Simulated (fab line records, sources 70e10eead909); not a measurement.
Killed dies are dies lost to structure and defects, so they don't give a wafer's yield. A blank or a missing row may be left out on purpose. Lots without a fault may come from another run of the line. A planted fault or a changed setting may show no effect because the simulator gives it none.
Which tool did it? | flow nand_harc | 6 lots, 18 wafers sampled, at 2 steps of a route of 1302

WHAT THE GAUGES READ, wafer by wafer
NHARC_A_ONON_D1_THK_MEAS_30: measures by ellipsometry.
lot  | measured     | on            | thk_nm (nm)
L960 | day 9 07:54  | film_metro-02 | 1010 1010 1008
L963 | day 10 13:16 | film_metro-02 | 988 984 986
L965 | day 11 10:13 | film_metro-02 | 1000 997 1000
L970 | day 13 01:49 | film_metro-01 | 999 999 996
L976 | day 15 20:14 | film_metro-02 | 1011 1012 1013
L978 | day 16 18:58 | film_metro-01 | 1002 1004 1002

WHICH TOOL RAN EACH LOT (tool, then ch and the chambers of the sampled wafers, then the start)
lot  | NHARC_A_ONON_D1_DEP_28
L960 | pecvd_onon-01 ch 0, day 9 07:23
L963 | pecvd_onon-01 ch 0, day 10 12:52
L965 | pecvd_onon-04 ch 0, day 11 09:41
L970 | pecvd_onon-01 ch 0, day 13 01:22
L976 | pecvd_onon-02 ch 0, day 15 19:44
L978 | pecvd_onon-04 ch 0, day 16 18:28
- NHARC_A_ONON_D1_DEP_28: target thk 1000 nm.

THE ANSWER, worked out from the rows above alone
Rule: what is usual is taken from the lots themselves. Put in order of their means at a reading, lots are off if they are a third of the lots or fewer, leave a main group of 4 or more, and stand apart from it by a gap of 3 or more times the standard deviation of the main group's means; of several such gaps the widest counts. A main group whose means are all the same, to the digits that the tables above print for the reading, isn't used. A lot without any number at a reading at which 4 lots or more have one is off too. The other lots that the step has rows for count as sound.
No lot is off at any reading shown: from this, nothing can be told.

WHAT THE SIMULATOR HAD PUT IN
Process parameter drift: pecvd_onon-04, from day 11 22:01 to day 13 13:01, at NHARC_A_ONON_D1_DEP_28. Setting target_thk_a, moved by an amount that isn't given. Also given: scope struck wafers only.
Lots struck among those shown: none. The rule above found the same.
